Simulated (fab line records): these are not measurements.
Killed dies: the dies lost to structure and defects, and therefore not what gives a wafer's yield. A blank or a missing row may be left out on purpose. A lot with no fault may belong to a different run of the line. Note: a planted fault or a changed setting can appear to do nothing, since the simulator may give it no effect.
A lot that was struck, set against a sound lot    flow n5-finfet    20 steps out of a route of 1938
Sound: wafers L314.1, L314.2, L314.5. Wafers L310.2, L310.3, L310.6 were the ones struck. The cause comes at the end.
For every step that has rows: the tool of each side, followed by ch and its chambers, followed by its first start. Under that, the readings that differ: sound wafers    struck wafers    difference of the means    sigmas: that difference in standard deviations of wafers without a fault.
alike: words and numbers the same on both sides, and readings whose means are apart by under 2 such deviations; not compared: readings that were withheld, readings missing a value for some wafer, numbers with overlapping values and no deviation given by the record, and bounds like >300 which may hide the same value.
Wherever a step has rows on one side only, a row that says differs or no value, or a row with sigmas, the two part there. Numbers that have no deviation but don't overlap get no sigmas and don't part them. A reading missing from all wafers of one side parts the sides only when that side holds two or more wafers.

first, 9 steps without rows for these wafers: N5_MOL_CONTACT_COAG_COAT_34 (resist thk 40 nm); N5_MOL_CONTACT_COAG_EBR_36; N5_MOL_CONTACT_COAG_SOFTBAKE_35 (time 60 s); N5_MOL_CONTACT_COAG_EXPOSE_37 (exposes mask VD, defocus 0 nm); N5_MOL_CONTACT_COAG_PEB_38 (peb time 60 s); N5_MOL_CONTACT_COAG_DEVELOP_39 (develop time 30 s); N5_MOL_CONTACT_COAG_DESCUM_45 (chemistry O2, time 7 s); N5_MOL_CONTACT_COAG_ETCH_65 (etches underlayer in N2/H2, target depth 13 nm, time 10.4 s); N5_MOL_CONTACT_COAG_ETCH_66 (etches SiARC in CF4, target depth 13 nm, time 21.7 s).
N5_MOL_CONTACT_COAG_ALD_133: deposits SiO2, target thk 5 nm, pulse time 1 s, co reactant pulse time 1 s.
  sound on ald-sin-02 ch 0,2, day 9 09:51; struck on ald-sin-02 ch 1,2,3, day 8 08:19
  no value came back on the struck wafers for any of 6 readings (ald-cycles, chamber-pressure-Torr (Torr) and others); on the sound wafers ald-cycles reads 35 35 35
then, 6 steps without rows for these wafers: N5_MOL_CONTACT_COAG_ETCHBACK_134 (etches SiO2 in CHF3, target depth 10 nm, time 6.7 s); N5_MOL_CONTACT_COAG_ETCH_67 (etches SOC in N2/H2, target depth 60 nm, overetch 21 nm, time 101.2 s); N5_MOL_CONTACT_COAG_STRIP_68 (strips in N2/H2); N5_MOL_CONTACT_COAG_STRIP_69 (strips in N2/H2); N5_MOL_CONTACT_COAG_ETCHBACK_136 (etches SiO2 in CHF3, target depth 25 nm, time 16.7 s); N5_MOL_CONTACT_COAG_STRIP_120 (strips in CHF3).
N5_MOL_CONTACT_COAG_VIA_ETCH_117: etches SiO2 in C4F6/O2, target depth 40 nm, overetch 8 nm, time 26 s.
  sound on rie-diel-06 ch 0,1,3, day 9 10:11; struck on rie-diel-02 ch 2,3, day 8 08:38
reading                                       sound              struck             difference  sigmas
model.MOL_CONTACT_COAG.feature-depth-nm (nm)  39.6 40 40         44.4 44.8 45       +4.9        
model.etch.depth-nm (nm)                      39.64 40.05 40.02  44.13 44.64 44.73  +4.60       
  alike: drypump-motor-current-A, oes_o_777_au, oes-product-au, rf-vpp-V, showerhead-plenum-p-Torr, throttle-valve-pct
  not compared: rf-hours-counter-h
then, 1 step without rows for these wafers: N5_MOL_CONTACT_COAG_ETCH_124 (etches SiNx in CH3F/O2, stops on SiOC, target depth 6.5 nm).
N5_BEOL_M4_RC_MEAS_101:
  the record has rows for the sound wafers here (prober-02 ch 0, day 12 06:09) and none for the struck ones
-- record jumps: 8 days separate the struck wafers' starts on either side; left off in module BEOL_M4, taken up again in module PASSIVATION, whose first shown step is the route's number 1936 --
N5_PASSIVATION_PROBE_49:
  sound on prober-01, day 18 17:55; struck on prober-02, day 16 05:03
reading                   sound           struck          difference  sigmas
defect-limited-yield (%)  90.9 90.3 92.3  18.8 17.0 17.7  -73.3       -52
killed_at_M4_up           4 10 8          22 31 8         +13         +2
killed-at-contacts        3 15 7          883 882 899     +880        +99 or more
killed-at-front-end       71 55 53        33 33 35        -26         -2
killed-dies               107 115 91      958 979 971     +865        +54
killed-on-rim             16 15 11        72 82 151       +88         +26
sort_bin_5_function (%)   5.3 6.4 3.6     77.7 79.2 78.1  +73.2       +80
sort-n-pass               1073 1065 1089  222 201 209     -865        -54
sort-yield-pct (%)        90.9 90.3 92.3  18.8 17.0 17.7  -73.3       -52
  alike: killed_at_M0_to_M3, killed-at-other, killed-open, killed-short, sort_bin_6_memory

== WHERE THEY PART ==
At N5_MOL_CONTACT_COAG_ALD_133 first; at N5_PASSIVATION_PROBE_49 last (within this record only).

WHY: what had been put in by the simulator
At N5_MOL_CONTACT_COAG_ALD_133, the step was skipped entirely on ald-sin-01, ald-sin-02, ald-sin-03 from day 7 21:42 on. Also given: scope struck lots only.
